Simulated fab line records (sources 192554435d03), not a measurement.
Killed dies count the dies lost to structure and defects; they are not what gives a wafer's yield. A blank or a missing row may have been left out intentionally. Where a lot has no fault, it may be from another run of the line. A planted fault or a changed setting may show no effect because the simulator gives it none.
Which tool was responsible? / flow n5-finfet / 36 wafers from 12 lots sampled at 2 of the route's 1938 steps

## WHAT THE GAUGES SHOWED, per wafer
N5_BEOL_M7_RS_MEAS_57: the measuring method here is four-point-probe.
lot=L075; measured=day 9 06:34; on=film-metro-01; M7_RS (ohm/sq)=0.289 0.291 0.282
lot=L077; measured=day 9 18:27; on=film-metro-02; M7_RS (ohm/sq)=0.291 0.287 0.281
lot=L079; measured=day 9 22:43; on=film-metro-01; M7_RS (ohm/sq)=0.267 0.284 0.285
lot=L081; measured=day 10 18:04; on=film-metro-02; M7_RS (ohm/sq)=0.294 0.300 0.290
lot=L082; measured=day 11 03:34; on=film-metro-02; M7_RS (ohm/sq)=0.283 0.273 0.278
lot=L085; measured=day 12 01:13; on=film-metro-02; M7_RS (ohm/sq)=0.277 0.282 0.284
lot=L087; measured=day 12 06:47; on=film-metro-02; M7_RS (ohm/sq)=0.279 0.278 0.277
lot=L089; measured=day 12 09:25; on=film-metro-02; M7_RS (ohm/sq)=0.284 0.277 0.294
lot=L091; measured=day 13 17:00; on=film-metro-02; M7_RS (ohm/sq)=0.288 0.295 0.295
lot=L093; measured=day 14 01:04; on=film-metro-02; M7_RS (ohm/sq)=0.280 0.285 0.286
lot=L094; measured=day 14 10:02; on=film-metro-02; M7_RS (ohm/sq)=0.278 0.278 0.272
lot=L097; measured=day 15 05:53; on=film-metro-01; M7_RS (ohm/sq)=0.289 0.280 0.287

## EACH LOT AND THE TOOL THAT RAN IT (in order: tool; ch and the chambers of the sampled wafers; start)
lot=L075; N5_BEOL_M7_DEP_56=pecvd-04 ch 0,1, day 9 06:31
lot=L077; N5_BEOL_M7_DEP_56=pecvd-04 ch 0,1, day 9 18:22
lot=L079; N5_BEOL_M7_DEP_56=pecvd-02 ch 0,1, day 9 22:39
lot=L081; N5_BEOL_M7_DEP_56=pecvd-01 ch 0,1, day 10 18:00
lot=L082; N5_BEOL_M7_DEP_56=pecvd-02 ch 0,1,2, day 11 03:29
lot=L085; N5_BEOL_M7_DEP_56=pecvd-01 ch 1,2, day 12 01:08
lot=L087; N5_BEOL_M7_DEP_56=pecvd-02 ch 0,1,2, day 12 06:43
lot=L089; N5_BEOL_M7_DEP_56=pecvd-02 ch 0,1, day 12 09:20
lot=L091; N5_BEOL_M7_DEP_56=pecvd-04 ch 0,1,2, day 13 16:56
lot=L093; N5_BEOL_M7_DEP_56=pecvd-02 ch 1,2, day 14 01:00
lot=L094; N5_BEOL_M7_DEP_56=pecvd-01 ch 1,2, day 14 09:58
lot=L097; N5_BEOL_M7_DEP_56=pecvd-01 ch 0,1,2, day 15 05:49
- N5_BEOL_M7_DEP_56: deposits SiCN from 3MS/NH3, target thk 10 nm, time 17.5 s.

## THE ANSWER, worked out from the rows above alone
Rule: the lots themselves supply what counts as usual. Put in order of their means at a reading, lots are off if they are a third of the lots or fewer, leave a main group of 4 or more, and stand apart from it by a gap of 3 or more times the standard deviation of the main group's means; of several such gaps the widest counts. A main group whose means are all the same, to the digits that the tables above print for the reading, isn't used. A lot without any number at a reading at which 4 lots or more have one is off too. Any other lot the step has rows for is counted as sound.
Across all readings shown, no lot is off: no conclusion can be drawn from this.

## WHAT THE SIMULATOR HAD INSERTED
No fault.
